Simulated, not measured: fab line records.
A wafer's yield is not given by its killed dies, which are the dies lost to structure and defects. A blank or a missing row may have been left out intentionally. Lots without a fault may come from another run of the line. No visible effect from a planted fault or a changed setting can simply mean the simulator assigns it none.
Matching of chambers || flow n5-finfet || N5_BEOL_M4_PRE_CLEAN_60 on cvd-co-02 has 3 sister chambers
The step time 15 s. 6 wafers are shown with their chamber, then 12 later ones without.

== WAFERS, EACH WITH ITS CHAMBER ==
{"wafer": "L086.4", "chamber": 1, "heater-power-outer-w (W)": 37, "heater-power-w (W)": 98}
{"wafer": "L089.3", "chamber": 0, "heater-power-outer-w (W)": 21, "heater-power-w (W)": 84}
{"wafer": "L089.4", "chamber": 2, "heater-power-outer-w (W)": 10, "heater-power-w (W)": 71}
{"wafer": "L087.3", "chamber": 2, "heater-power-outer-w (W)": 10, "heater-power-w (W)": 74}
{"wafer": "L087.5", "chamber": 1, "heater-power-outer-w (W)": 38, "heater-power-w (W)": 96}
{"wafer": "L087.6", "chamber": 0, "heater-power-outer-w (W)": 21, "heater-power-w (W)": 85}

== WAFERS WHOSE CHAMBER IS MISSING ==
{"wafer": "L092.2", "heater-power-outer-w (W)": 37, "heater-power-w (W)": 96}
{"wafer": "L092.5", "heater-power-outer-w (W)": 37, "heater-power-w (W)": 98}
{"wafer": "L092.6", "heater-power-outer-w (W)": 10, "heater-power-w (W)": 74}
{"wafer": "L094.1", "heater-power-outer-w (W)": 21, "heater-power-w (W)": 85}
{"wafer": "L094.5", "heater-power-outer-w (W)": 21, "heater-power-w (W)": 84}
{"wafer": "L094.6", "heater-power-outer-w (W)": 38, "heater-power-w (W)": 95}
{"wafer": "L093.1", "heater-power-outer-w (W)": 20, "heater-power-w (W)": 85}
{"wafer": "L093.4", "heater-power-outer-w (W)": 10, "heater-power-w (W)": 73}
{"wafer": "L093.5", "heater-power-outer-w (W)": 36, "heater-power-w (W)": 97}
{"wafer": "L095.2", "heater-power-outer-w (W)": 21, "heater-power-w (W)": 83}
{"wafer": "L095.3", "heater-power-outer-w (W)": 10, "heater-power-w (W)": 73}
{"wafer": "L095.5", "heater-power-outer-w (W)": 37, "heater-power-w (W)": 98}

== WHICH CHAMBER EACH ONE RAN IN ==
{"wafer": "L092.2", "from the rows above": 1, "in truth": 1}
{"wafer": "L092.5", "from the rows above": 1, "in truth": 1}
{"wafer": "L092.6", "from the rows above": 2, "in truth": 2}
{"wafer": "L094.1", "from the rows above": 0, "in truth": 0}
{"wafer": "L094.5", "from the rows above": 0, "in truth": 0}
{"wafer": "L094.6", "from the rows above": 1, "in truth": 1}
{"wafer": "L093.1", "from the rows above": 0, "in truth": 0}
{"wafer": "L093.4", "from the rows above": 2, "in truth": 2}
{"wafer": "L093.5", "from the rows above": 1, "in truth": 1}
{"wafer": "L095.2", "from the rows above": 0, "in truth": 0}
{"wafer": "L095.3", "from the rows above": 2, "in truth": 2}
{"wafer": "L095.5", "from the rows above": 1, "in truth": 1}
Correctly placed: 12 of 12. Left unplaced by these rows: 0. 0 placed wrongly.
How it was worked out, from the rows above alone: a wafer's distance from a chamber is the root of the sum, over the readings, of the square of ((its reading less the chamber's mean) divided by the reading's scatter). The wafer belongs to the nearest chamber; if the next one is less than 2 further off, it can't be placed. Each chamber's mean is taken over the wafers shown for it. The scatter: the root of (the sum of the squares of (reading less its chamber's mean) over the shown wafers, divided by (wafers less chambers)).
